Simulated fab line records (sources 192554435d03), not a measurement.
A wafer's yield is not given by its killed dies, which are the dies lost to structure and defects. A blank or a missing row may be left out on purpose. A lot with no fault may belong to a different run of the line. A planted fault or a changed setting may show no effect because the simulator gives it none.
Split-lot study ; flow n5-finfet ; on a route of 1938 steps: 7 lots, 21 wafers read

ABOUT THE SPLIT
At N5_BEOL_M0_ETCH_109 (etches SiCN in CH3F/O2, target depth 8 nm, overetch 2.4 nm, time 27.4 s), the setting bias-w was moved away from the recipe's 75 W on 10 of the 21 wafers read, by -15.5% to +13.4%. This setting was run at the recipe's value on the other wafers.

The reading is taken at the split's own step.

THE READING
rf-vpp-V, in V, at N5_BEOL_M0_ETCH_109 (etches SiCN in CH3F/O2, target depth 8 nm, overetch 2.4 nm, time 27.4 s). Fault-free wafers of this fab line usually give 298.2 V, standard deviation 1.6 V.

wafer;tool, chamber at the split;bias-w as run, W;against the recipe;rf-vpp-V, V;against lot-mates on the recipe
L078.1;rie-diel-03, 2;75;recipe;298.6;-
L078.3;rie-diel-03, 1;75;recipe;299.3;-
L078.6;rie-diel-03, 3;80.52;+7.4%;311.2;+12.2
L083.1;rie-diel-03, 2;75;recipe;300.9;-
L083.2;rie-diel-03, 3;75;recipe;297.5;-
L083.6;rie-diel-03, 2;75;recipe;299.3;-
L088.4;rie-diel-03, 2;75;recipe;301.8;-
L088.5;rie-diel-03, 2;78.59;+4.8%;307.6;+5.8
L088.6;rie-diel-03, 3;78.59;+4.8%;304.7;+2.9
L089.1;rie-diel-03, 0;63.37;-15.5%;268.4;-31.0
L089.3;rie-diel-03, 2;75;recipe;299.4;-
L089.5;rie-diel-03, 0;63.37;-15.5%;269.4;-30.0
L093.1;rie-diel-03, 3;71.36;-4.9%;287.2;-10.2
L093.3;rie-diel-03, 1;75;recipe;298.4;-
L093.6;rie-diel-03, 3;75;recipe;296.5;-
L094.1;rie-diel-02, 2;75;recipe;300.4;-
L094.2;rie-diel-02, 3;75;recipe;300.4;-
L094.5;rie-diel-02, 3;85.03;+13.4%;323.9;+23.5
L096.1;rie-diel-02, 3;64.25;-14.3%;271.6;no lot-mate on the recipe
L096.2;rie-diel-02, 1;64.25;-14.3%;267.8;no lot-mate on the recipe
L096.5;rie-diel-02, 3;64.25;-14.3%;271.0;no lot-mate on the recipe

FIT RESULTS
A straight line over all 21 wafers: rf-vpp-V changes by +1.93 V for each +1% of bias-w; r = +0.99; the points scatter about the line by 1.7 V.
The same after taking each lot's own level away (the mean of its wafers on the recipe; 18 wafers): +1.83 V for each +1%; r = +0.99; scatter 1.8 V.
The reading moves by 28 V for the largest change in bias-w, on that fit.
Across the lots, their own levels run from 297.45 to 301.80 V, a range of 2.7 times the standard deviation given above.
The two slopes agree, so the slope changes little with the lot-to-lot level.
Check: for one of the wafers moved furthest among these (-15.5%), held out of the fit, the line's prediction against its lot-mates is -28.5 V. It came out at -31 V against them.
Tool readings at the split's step, against how far the setting was moved: rf-vpp-V r = +0.99.

THESE WAFERS: OTHER SPLITS
These wafers also went through other splits before the reading. Each is held against what the fit with the lots' levels taken away leaves over:
other split on the same wafers;wafers away from the commonest value;r with rf-vpp-V (lot level and that fit taken away)
N5_MOL_CONTACT_COAG_ALD_133 ald-cycles;4;+0.01
N5_MOL_CONTACT_COAG_VIA_ETCH_117 bias-w;9;+0.24
N5_BEOL_M0_SAQP_COAT_69 spin-rpm;8;-0.21
N5_BEOL_M0_SAQP_COAT_87 temp-c;6;+0.18

FILE'S OWN FIT
rf-vpp-V changes by +1.82 V for each +1% of bias-w, r = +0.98.
